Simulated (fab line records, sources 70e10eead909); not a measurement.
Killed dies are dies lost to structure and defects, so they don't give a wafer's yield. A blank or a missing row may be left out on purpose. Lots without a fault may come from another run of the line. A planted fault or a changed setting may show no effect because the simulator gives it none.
Which tool did it? | flow nand_harc | 24 lots, 72 wafers sampled, at 6 steps of a route of 1159

WHAT THE GAUGES READ, wafer by wafer
NHARC_THIN_TSV_THK_MEAS_02: measures by ir. Usual: thk_nm 3026 nm, standard deviation 220.
lot  | measured     | on            | thk_nm (nm)    | flag
L075 | day 18 17:13 | film_metro-02 | 3248 3560 3220 |
L074 | day 18 18:25 | film_metro-02 | 3339 2765 2707 |
L079 | day 19 01:16 | film_metro-02 | 2760 2972 3080 |
L076 | day 19 02:28 | film_metro-02 | 3181 3137 3056 |
L077 | day 19 00:05 | film_metro-02 | 3054 2949 3128 |
L080 | day 19 20:23 | film_metro-02 | 2501 2573 2452 |
L081 | day 20 02:15 | film_metro-02 | 3379 2924 3334 |
L078 | day 20 06:39 | film_metro-02 | 2878 2906 2791 |
L082 | day 20 18:11 | film_metro-02 | 2996 3074 2764 |
L083 | day 20 19:23 | film_metro-02 | 3040 2805 3271 |
L086 | day 21 10:47 | film_metro-01 | 2949 2604 3073 |
L085 | day 21 18:07 | film_metro-01 | 3302 3097 3128 |
L084 | day 21 19:20 | film_metro-02 | 2531 3008 2603 |
L087 | day 21 22:40 | film_metro-01 | 3156 3214 3268 |
L088 | day 22 11:53 | film_metro-02 | 3176 2948 3103 |
L092 | day 22 13:05 | film_metro-02 | 3050 3110 3003 |
L089 | day 22 23:59 | film_metro-01 | 3068 3146 3100 |
L090 | day 23 01:11 | film_metro-02 | 2793 2956 2976 |
L091 | day 23 04:50 | film_metro-02 | 2899 3086 3216 |
L093 | day 23 11:15 | film_metro-02 | 3120 2937 3187 |
L094 | day 23 23:00 | film_metro-01 | 2704 2952 3068 |
L096 | day 24 07:06 | film_metro-01 | 2931 3374 3084 |
L095 | day 24 05:55 | film_metro-02 | 2936 3007 2736 |
L097 | day 24 04:44 | film_metro-02 | 3000 3282 2980 |

WHICH TOOL RAN EACH LOT (tool, then ch and the chambers of the sampled wafers, then the start)
lot  | NHARC_A_M1_STRIP_18                | NHARC_A_M1_PVD_20                       | NHARC_A_M1_PRE_CLEAN_32         | NHARC_A_BONDPAD_ETCH_24                       | NHARC_A_BONDPAD_PVD_17
L075 | rie_diel-03 ch 0,1,3, day 17 18:25 | pvd_sputter-01, day 17 20:41 or earlier | pecvd-03 ch 1,2, day 17 20:41   | rie_diel-10 ch 0,1,3, day 18 17:13 or earlier | pvd_sputter-02, day 18 17:13 or earlier
L074 | rie_diel-03 ch 0,1,2, day 17 19:14 | pvd_sputter-02, day 17 21:26 or earlier | pecvd-03 ch 0,1,2, day 17 21:26 | rie_diel-10 ch 0,1, day 18 18:25 or earlier   | pvd_sputter-03, day 18 18:25 or earlier
L079 | rie_diel-03 ch 0,1, day 18 02:03   | pvd_sputter-03, day 18 04:38 or earlier | pecvd-03 ch 0,1, day 18 04:38   | rie_diel-01 ch 2,3, day 19 01:16 or earlier   | pvd_sputter-01, day 19 01:16 or earlier
L076 | rie_diel-04 ch 0,1,2, day 18 05:49 | pvd_sputter-02, day 18 08:52 or earlier | pecvd-03 ch 0,1,2, day 18 08:52 | rie_diel-10 ch 1,3, day 19 02:28 or earlier   | pvd_sputter-02, day 19 02:28 or earlier
L077 | rie_diel-04 ch 0,2,3, day 18 06:19 | pvd_sputter-01, day 18 08:57 or earlier | pecvd-01 ch 0,1,2, day 18 08:57 | rie_diel-01 ch 0,2,3, day 19 00:05 or earlier | pvd_sputter-01, day 19 00:05 or earlier
L080 | rie_diel-05 ch 0,3, day 19 01:52   | pvd_sputter-03, day 19 04:20 or earlier | pecvd-04 ch 0,1,2, day 19 04:20 | rie_diel-10 ch 2,3, day 19 20:23 or earlier   | pvd_sputter-02, day 19 20:23 or earlier
L081 | rie_diel-05 ch 0,1, day 19 05:44   | pvd_sputter-03, day 19 08:15 or earlier | pecvd-04 ch 0,1,2, day 19 08:15 | rie_diel-07 ch 1,3, day 20 02:15 or earlier   | pvd_sputter-01, day 20 02:15 or earlier
L078 | rie_diel-05 ch 0,1,3, day 19 11:45 | pvd_sputter-03, day 19 13:59 or earlier | pecvd-04 ch 0,2, day 19 13:59   | rie_diel-10 ch 1,2, day 20 06:39 or earlier   | pvd_sputter-02, day 20 06:39 or earlier
L082 | rie_diel-04 ch 0,1,2, day 19 23:41 | pvd_sputter-03, day 20 01:58 or earlier | pecvd-01 ch 0,1, day 20 01:58   | rie_diel-07 ch 0,3, day 20 18:11 or earlier   | pvd_sputter-01, day 20 18:11 or earlier
L083 | rie_diel-05 ch 2,3, day 20 01:38   | pvd_sputter-01, day 20 03:58 or earlier | pecvd-04 ch 1,2, day 20 03:58   | rie_diel-10 ch 0,1,2, day 20 19:23 or earlier | pvd_sputter-01, day 20 19:23 or earlier
L086 | rie_diel-05 ch 1,2,3, day 20 16:25 | pvd_sputter-02, day 20 18:44 or earlier | pecvd-01 ch 0,1, day 20 18:44   | rie_diel-10 ch 0,2,3, day 21 10:47 or earlier | pvd_sputter-01, day 21 10:47 or earlier
L085 | rie_diel-04 ch 0,2,3, day 20 22:50 | pvd_sputter-03, day 21 01:07 or earlier | pecvd-04 ch 0,2, day 21 01:07   | rie_diel-10 ch 0,1,2, day 21 18:07 or earlier | pvd_sputter-02, day 21 18:07 or earlier
L084 | rie_diel-03 ch 0,1, day 20 23:49   | pvd_sputter-01, day 21 02:29 or earlier | pecvd-04 ch 0,1, day 21 02:29   | rie_diel-10 ch 2,3, day 21 19:20 or earlier   | pvd_sputter-02, day 21 19:20 or earlier
L087 | rie_diel-04 ch 0,1,3, day 21 03:37 | pvd_sputter-01, day 21 05:56 or earlier | pecvd-01 ch 0,1,2, day 21 05:56 | rie_diel-07 ch 0,1,2, day 21 22:40 or earlier | pvd_sputter-01, day 21 22:40 or earlier
L088 | rie_diel-05 ch 0,2, day 21 16:02   | pvd_sputter-03, day 21 18:44 or earlier | pecvd-01 ch 0,2, day 21 18:44   | rie_diel-10 ch 0,2,3, day 22 11:53 or earlier | pvd_sputter-03, day 22 11:53 or earlier
L092 | rie_diel-05 ch 0,2,3, day 21 17:56 | pvd_sputter-02, day 21 20:29 or earlier | pecvd-03 ch 1,2, day 21 20:29   | rie_diel-10 ch 0,1,3, day 22 13:05 or earlier | pvd_sputter-02, day 22 13:05 or earlier
L089 | rie_diel-05 ch 1,2,3, day 22 04:46 | pvd_sputter-03, day 22 07:02 or earlier | pecvd-01 ch 1,2, day 22 07:02   | rie_diel-10 ch 0,1,3, day 22 23:59 or earlier | pvd_sputter-02, day 22 23:59 or earlier
L090 | rie_diel-05 ch 1,2,3, day 22 05:25 | pvd_sputter-02, day 22 07:37 or earlier | pecvd-04 ch 1,2, day 22 07:37   | rie_diel-10 ch 0,1, day 23 01:11 or earlier   | pvd_sputter-02, day 23 01:11 or earlier
L091 | rie_diel-03 ch 0,2, day 22 10:16   | pvd_sputter-02, day 22 12:41 or earlier | pecvd-04 ch 0,1,2, day 22 12:41 | rie_diel-10 ch 1,3, day 23 04:50 or earlier   | pvd_sputter-03, day 23 04:50 or earlier
L093 | rie_diel-03 ch 0,1, day 22 15:37   | pvd_sputter-02, day 22 18:02 or earlier | pecvd-01 ch 0,1,2, day 22 18:02 | rie_diel-07 ch 0,2, day 23 11:15 or earlier   | pvd_sputter-01, day 23 11:15 or earlier
L094 | rie_diel-03 ch 1,2, day 23 03:26   | pvd_sputter-02, day 23 06:17 or earlier | pecvd-04 ch 0,2, day 23 06:17   | rie_diel-01 ch 0,2, day 23 23:00 or earlier   | pvd_sputter-01, day 23 23:00 or earlier
L096 | rie_diel-03 ch 0,1,2, day 23 10:19 | pvd_sputter-02, day 23 12:31 or earlier | pecvd-01 ch 0,1, day 23 12:31   | rie_diel-10 ch 0,3, day 24 07:06 or earlier   | pvd_sputter-02, day 24 07:06 or earlier
L095 | rie_diel-04 ch 0,1,2, day 23 11:09 | pvd_sputter-03, day 23 13:27 or earlier | pecvd-01 ch 1,2, day 23 13:27   | rie_diel-07 ch 0,1, day 24 05:55 or earlier   | pvd_sputter-03, day 24 05:55 or earlier
L097 | rie_diel-05 ch 0,1,2, day 23 13:39 | pvd_sputter-01, day 23 15:55 or earlier | pecvd-01 ch 1,2, day 23 15:55   | rie_diel-07 ch 0,1, day 24 04:44 or earlier   | pvd_sputter-03, day 24 04:44 or earlier
- NHARC_A_M1_STRIP_18: strips in N2/H2.
- NHARC_A_M1_PVD_20: deposits TaN, target thk 5 nm, time 8.06 s.
- NHARC_A_M1_PRE_CLEAN_32: time 12 s.
- NHARC_A_BONDPAD_ETCH_24: etches the open film in CF4/N2, target depth 30 nm, time 72.99 s.
- NHARC_A_BONDPAD_PVD_17: deposits TaN, target thk 5 nm, time 8.06 s.

WHAT THE TOOLS THEMSELVES READ (means of the sampled wafers that have a number; where no wafer has one, the mark that the record gives instead)
NHARC_A_M1_STRIP_18. Usual: drypump_motor_current_A 5.7 A, standard deviation 0.49; h2_flow_sccm 150.0 sccm, standard deviation 0.45; oes_product_au 0.997 a.u., standard deviation 0.0085; rf_vpp_V 90.7 V, standard deviation 0.97; showerhead_plenum_p_Torr 2.05 Torr, standard deviation 0.075; throttle_valve_pct 14.173 %, standard deviation 0.0094.
lot  | tool        | drypump_motor_current_A (A) | h2_flow_sccm (sccm) | oes_product_au (a.u.) | rf_vpp_V (V) | showerhead_plenum_p_Torr (Torr) | throttle_valve_pct (%) | flag
L075 | rie_diel-03 | 5.5                         | 149.8               | 1.011                 | 90.8         | 2.07                            | 14.167                 |
L074 | rie_diel-03 | 5.8                         | 149.9               | 0.998                 | 91.5         | 2.04                            | 14.187                 |
L079 | rie_diel-03 | 5.8                         | 150.0               | 1.006                 | 90.7         | 2.01                            | 14.174                 |
L076 | rie_diel-04 | 5.3                         | 149.7               | 0.993                 | 89.7         | 2.02                            | 14.184                 |
L077 | rie_diel-04 | 5.5                         | 150.0               | 0.998                 | 91.0         | 2.01                            | 14.182                 |
L080 | rie_diel-05 | 6.1                         | 150.3               | 0.995                 | 90.8         | 2.08                            | 14.171                 |
L081 | rie_diel-05 | 5.6                         | 150.1               | 0.999                 | 91.1         | 2.12                            | 14.174                 |
L078 | rie_diel-05 | 6.0                         | 149.5               | 0.995                 | 91.4         | 2.08                            | 14.172                 |
L082 | rie_diel-04 | 5.3                         | 149.8               | 1.001                 | 90.0         | 2.02                            | 14.180                 |
L083 | rie_diel-05 | 6.0                         | 149.7               | 1.003                 | 90.5         | 1.95                            | 14.174                 |
L086 | rie_diel-05 | 6.1                         | 150.1               | 0.994                 | 89.8         | 2.00                            | 14.171                 |
L085 | rie_diel-04 | 5.5                         | 149.9               | 0.991                 | 91.6         | 2.01                            | 14.171                 |
L084 | rie_diel-03 | 5.9                         | 149.9               | 0.999                 | 89.7         | 2.01                            | 14.173                 |
L087 | rie_diel-04 | 5.7                         | 150.2               | 0.994                 | 90.2         | 2.05                            | 14.177                 |
L088 | rie_diel-05 | 5.5                         | 150.2               | 1.002                 | 91.0         | 2.07                            | 14.178                 |
L092 | rie_diel-05 | 5.8                         | 149.2               | 1.001                 | 90.7         | 2.03                            | 14.168                 |
L089 | rie_diel-05 | 6.1                         | 149.9               | 0.995                 | 90.8         | 2.00                            | 14.173                 |
L090 | rie_diel-05 | 6.1                         | 149.8               | 0.996                 | 90.7         | 2.00                            | 14.173                 |
L091 | rie_diel-03 | 5.8                         | 150.7               | 0.993                 | 89.6         | 2.07                            | 14.176                 |
L093 | rie_diel-03 | 5.9                         | 149.7               | 0.993                 | 89.7         | 2.00                            | 14.184                 |
L094 | rie_diel-03 | 5.7                         | 150.6               | 0.993                 | 90.6         | 2.07                            | 14.166                 |
L096 | rie_diel-03 | 5.8                         | 149.9               | 0.978                 | 90.2         | 2.04                            | 14.178                 |
L095 | rie_diel-04 | 5.3                         | 150.2               | 0.997                 | 90.4         | 2.02                            | 14.169                 |
L097 | rie_diel-05 | 5.7                         | 150.1               | 0.991                 | 90.6         | 2.03                            | 14.176                 |

NHARC_A_M1_PVD_20. Usual: throttle_valve_pct 29.9 %, standard deviation 0.9.
lot  | tool           | throttle_valve_pct (%) | flag
L075 | pvd_sputter-01 | 30.1                   |
L074 | pvd_sputter-02 | 29.6                   |
L079 | pvd_sputter-03 | 30.0                   |
L076 | pvd_sputter-02 | 30.1                   |
L077 | pvd_sputter-01 | 30.2                   |
L080 | pvd_sputter-03 | 29.4                   |
L081 | pvd_sputter-03 | 29.7                   |
L078 | pvd_sputter-03 | 30.5                   |
L082 | pvd_sputter-03 | 30.1                   |
L083 | pvd_sputter-01 | 30.7                   |
L086 | pvd_sputter-02 | 29.8                   |
L085 | pvd_sputter-03 | 29.7                   |
L084 | pvd_sputter-01 | 30.1                   |
L087 | pvd_sputter-01 | 30.7                   |
L088 | pvd_sputter-03 | 29.2                   |
L092 | pvd_sputter-02 | 30.6                   |
L089 | pvd_sputter-03 | 30.0                   |
L090 | pvd_sputter-02 | 29.8                   |
L091 | pvd_sputter-02 | 30.1                   |
L093 | pvd_sputter-02 | 30.4                   |
L094 | pvd_sputter-02 | 30.4                   |
L096 | pvd_sputter-02 | 29.9                   |
L095 | pvd_sputter-03 | 29.5                   |
L097 | pvd_sputter-01 | 30.0                   |

NHARC_A_M1_PRE_CLEAN_32. Usual: heater_power_w 660 W, standard deviation 90.
lot  | tool     | heater_power_w (W) | flag
L075 | pecvd-03 | 677                |
L074 | pecvd-03 | 664                |
L079 | pecvd-03 | 696                |
L076 | pecvd-03 | 685                |
L077 | pecvd-01 | 624                |
L080 | pecvd-04 | 665                |
L081 | pecvd-04 | 663                |
L078 | pecvd-04 | 626                |
L082 | pecvd-01 | 660                |
L083 | pecvd-04 | 765                |
L086 | pecvd-01 | 600                |
L085 | pecvd-04 | 639                |
L084 | pecvd-04 | 576                |
L087 | pecvd-01 | 624                |
L088 | pecvd-01 | 624                |
L092 | pecvd-03 | 643                |
L089 | pecvd-01 | 620                |
L090 | pecvd-04 | 746                |
L091 | pecvd-04 | 711                |
L093 | pecvd-01 | 617                |
L094 | pecvd-04 | 580                |
L096 | pecvd-01 | 656                |
L095 | pecvd-01 | 572                |
L097 | pecvd-01 | 622                |

NHARC_A_BONDPAD_ETCH_24. Usual: drypump_motor_current_A 5.7 A, standard deviation 0.33; oes_product_au 1.000 a.u., standard deviation 0.0081; rf_vpp_V 314.6 V, standard deviation 1.5; showerhead_plenum_p_Torr 2.65 Torr, standard deviation 0.078; throttle_valve_pct 19.793 %, standard deviation 0.0093.
lot  | tool        | drypump_motor_current_A (A) | oes_product_au (a.u.) | rf_vpp_V (V) | showerhead_plenum_p_Torr (Torr) | throttle_valve_pct (%) | flag
L075 | rie_diel-10 | 5.7                         | 1.003                 | 314.4        | 2.65                            | 19.792                 |
L074 | rie_diel-10 | 5.7                         | 1.005                 | 314.6        | 2.65                            | 19.806                 |
L079 | rie_diel-01 | 5.4                         | 0.987                 | 313.6        | 2.61                            | 19.785                 |
L076 | rie_diel-10 | 5.7                         | 1.010                 | 315.2        | 2.68                            | 19.795                 |
L077 | rie_diel-01 | 5.6                         | 0.989                 | 315.3        | 2.68                            | 19.794                 |
L080 | rie_diel-10 | 5.6                         | 0.996                 | 315.5        | 2.69                            | 19.791                 |
L081 | rie_diel-07 | 6.3                         | 1.003                 | 316.6        | 2.75                            | 19.800                 |
L078 | rie_diel-10 | 5.7                         | 1.000                 | 315.2        | 2.68                            | 19.792                 |
L082 | rie_diel-07 | 6.4                         | 1.000                 | 314.0        | 2.65                            | 19.788                 |
L083 | rie_diel-10 | 5.7                         | 1.001                 | 314.9        | 2.66                            | 19.793                 |
L086 | rie_diel-10 | 5.6                         | 1.007                 | 315.2        | 2.66                            | 19.792                 |
L085 | rie_diel-10 | 5.7                         | 0.994                 | 314.6        | 2.66                            | 19.792                 |
L084 | rie_diel-10 | 5.5                         | 0.988                 | 315.3        | 2.70                            | 19.786                 |
L087 | rie_diel-07 | 5.5                         | 0.998                 | 313.1        | 2.59                            | 19.789                 |
L088 | rie_diel-10 | 5.6                         | 0.996                 | 314.8        | 2.66                            | 19.795                 |
L092 | rie_diel-10 | 5.7                         | 1.003                 | 315.1        | 2.65                            | 19.793                 |
L089 | rie_diel-10 | 5.7                         | 0.996                 | 314.7        | 2.65                            | 19.786                 |
L090 | rie_diel-10 | 5.7                         | 1.009                 | 314.2        | 2.62                            | 19.788                 |
L091 | rie_diel-10 | 5.7                         | 0.994                 | 315.5        | 2.68                            | 19.787                 |
L093 | rie_diel-07 | 5.6                         | 1.008                 | 311.8        | 2.49                            | 19.801                 |
L094 | rie_diel-01 | 5.7                         | 0.993                 | 314.8        | 2.63                            | 19.795                 |
L096 | rie_diel-10 | 5.7                         | 0.989                 | 314.3        | 2.63                            | 19.797                 |
L095 | rie_diel-07 | 5.5                         | 0.999                 | 314.4        | 2.66                            | 19.803                 |
L097 | rie_diel-07 | 5.6                         | 1.007                 | 312.8        | 2.57                            | 19.797                 |

NHARC_A_BONDPAD_PVD_17. Usual: throttle_valve_pct 30.0 %, standard deviation 0.91.
lot  | tool           | throttle_valve_pct (%) | flag
L075 | pvd_sputter-02 | 29.4                   |
L074 | pvd_sputter-03 | 29.6                   |
L079 | pvd_sputter-01 | 30.6                   |
L076 | pvd_sputter-02 | 29.9                   |
L077 | pvd_sputter-01 | 30.1                   |
L080 | pvd_sputter-02 | 29.3                   |
L081 | pvd_sputter-01 | 30.5                   |
L078 | pvd_sputter-02 | 29.1                   |
L082 | pvd_sputter-01 | 30.7                   |
L083 | pvd_sputter-01 | 30.3                   |
L086 | pvd_sputter-01 | 30.2                   |
L085 | pvd_sputter-02 | 30.1                   |
L084 | pvd_sputter-02 | 30.3                   |
L087 | pvd_sputter-01 | 30.0                   |
L088 | pvd_sputter-03 | 29.2                   |
L092 | pvd_sputter-02 | 30.1                   |
L089 | pvd_sputter-02 | 30.2                   |
L090 | pvd_sputter-02 | 29.0                   |
L091 | pvd_sputter-03 | 30.1                   |
L093 | pvd_sputter-01 | 30.2                   |
L094 | pvd_sputter-01 | 30.1                   |
L096 | pvd_sputter-02 | 30.5                   |
L095 | pvd_sputter-03 | 30.2                   |
L097 | pvd_sputter-03 | 30.0                   |

THE ANSWER, worked out from the rows above alone
Rule: a lot is off if the mean of its wafers that have a number lies more than 3 standard deviations from the usual mean. A lot without any number at a reading at which 4 lots or more have one is off too. The other lots that the step has rows for count as sound. The gauges are gone through in route order, then the tools' own readings, and for those a lot's mean is taken as printed above. The first step at which some lot is off is used, and at that step the reading that is off furthest; a lot without a number counts as furthest.
No lot is off at any reading shown: from this, nothing can be told.

WHAT THE SIMULATOR HAD PUT IN
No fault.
